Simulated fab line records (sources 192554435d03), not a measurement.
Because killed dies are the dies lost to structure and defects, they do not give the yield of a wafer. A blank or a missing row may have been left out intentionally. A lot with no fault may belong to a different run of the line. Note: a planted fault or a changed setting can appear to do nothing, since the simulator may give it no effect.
Chamber matching | flow n5_finfet | N5_BEOL_M13_ETCH_59 on rie_diel-04 has 4 sister chambers
The step etches BARC in N2/H2, target depth 89 nm, overetch 26.7 nm, time 67.9 s. 4 wafers are shown with their chamber, then 8 later ones without.

## WAFERS PAIRED WITH THEIR CHAMBERS
wafer  | chamber | showerhead_plenum_p_Torr (Torr)
L082.5 | 3       | 2.70
L088.1 | 1       | 2.42
L088.2 | 2       | 2.62
L091.1 | 0       | 2.50

## WAFERS MISSING THEIR CHAMBER
wafer  | showerhead_plenum_p_Torr (Torr)
L091.4 | 2.62
L091.5 | 2.62
L095.3 | 2.69
L095.5 | 2.62
L095.6 | 2.69
L097.2 | 2.61
L097.4 | 2.41
L097.6 | 2.69

## THE CHAMBER EACH PASSED THROUGH
wafer  | from the rows above | in truth
L091.4 | 2                   | 2
L091.5 | 2                   | 2
L095.3 | 3                   | 3
L095.5 | 2                   | 2
L095.6 | 3                   | 3
L097.2 | 2                   | 2
L097.4 | 1                   | 1
L097.6 | 3                   | 3
8 of 8 placed correctly. Can't be placed from these rows: 0. Number placed wrongly: 0.
How it was worked out, from the rows above alone: a wafer's distance from a chamber is the root of the sum, over the readings, of the square of ((its reading less the chamber's mean) divided by the reading's scatter). The wafer belongs to the nearest chamber; if the next one is less than 2 further off, it can't be placed. Each chamber's mean is taken over the wafers shown for it. The scatter: with one shown wafer a chamber, the root of the mean of the squares of how far each hidden wafer lies from its nearest shown one.
